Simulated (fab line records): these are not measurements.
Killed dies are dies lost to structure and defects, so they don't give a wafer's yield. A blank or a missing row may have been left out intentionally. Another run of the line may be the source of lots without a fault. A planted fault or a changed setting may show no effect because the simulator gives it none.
Matching of chambers || flow n5 finfet || 4 sister chambers for N5_BEOL_M0_TRENCH_ETCH_107 on rie diel-02
The step etches SiOC in C4F6/O2, target depth 32.8 nm, time 16.4 s. 4 wafers are shown with their chamber, then 9 later ones without.

EACH WAFER AND ITS CHAMBER
{"wafer": "L085.6", "chamber": 3, "rf vpp V (V)": 653}
{"wafer": "L087.1", "chamber": 0, "rf vpp V (V)": 651}
{"wafer": "L087.2", "chamber": 1, "rf vpp V (V)": 645}
{"wafer": "L087.5", "chamber": 2, "rf vpp V (V)": 684}

WAFERS MISSING THEIR CHAMBER
{"wafer": "L092.1", "rf vpp V (V)": 650}
{"wafer": "L092.2", "rf vpp V (V)": 654}
{"wafer": "L092.5", "rf vpp V (V)": 652}
{"wafer": "L095.1", "rf vpp V (V)": 645}
{"wafer": "L095.2", "rf vpp V (V)": 684}
{"wafer": "L095.3", "rf vpp V (V)": 648}
{"wafer": "L096.1", "rf vpp V (V)": 644}
{"wafer": "L096.4", "rf vpp V (V)": 653}
{"wafer": "L096.5", "rf vpp V (V)": 683}

WHICH CHAMBER EACH ONE RAN IN
{"wafer": "L092.1", "from the rows above": "can't be placed: 0 or 3", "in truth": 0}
{"wafer": "L092.2", "from the rows above": "can't be placed: 3 or 0", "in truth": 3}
{"wafer": "L092.5", "from the rows above": "can't be placed: 0 or 3", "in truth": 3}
{"wafer": "L095.1", "from the rows above": 1, "in truth": 1}
{"wafer": "L095.2", "from the rows above": 2, "in truth": 2}
{"wafer": "L095.3", "from the rows above": "can't be placed: 0 or 1 or 3", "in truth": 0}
{"wafer": "L096.1", "from the rows above": 1, "in truth": 1}
{"wafer": "L096.4", "from the rows above": "can't be placed: 3 or 0", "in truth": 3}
{"wafer": "L096.5", "from the rows above": 2, "in truth": 2}
Correct placement for 4 of the 9. Cannot be placed on the basis of these rows: 5; the candidates contain the true chamber in 5. Wrongly placed: 0.
How it was worked out, from the rows above alone: a wafer's distance from a chamber is the root of the sum, over the readings, of the square of ((its reading less the chamber's mean) divided by the reading's scatter). The wafer belongs to the nearest chamber; if the next one is less than 2 further off, it can't be placed. The mean given for a chamber averages the wafers shown for that chamber. The scatter (one wafer shown for each chamber): square how far every hidden wafer sits from the nearest shown wafer, average those squares and take the square root.
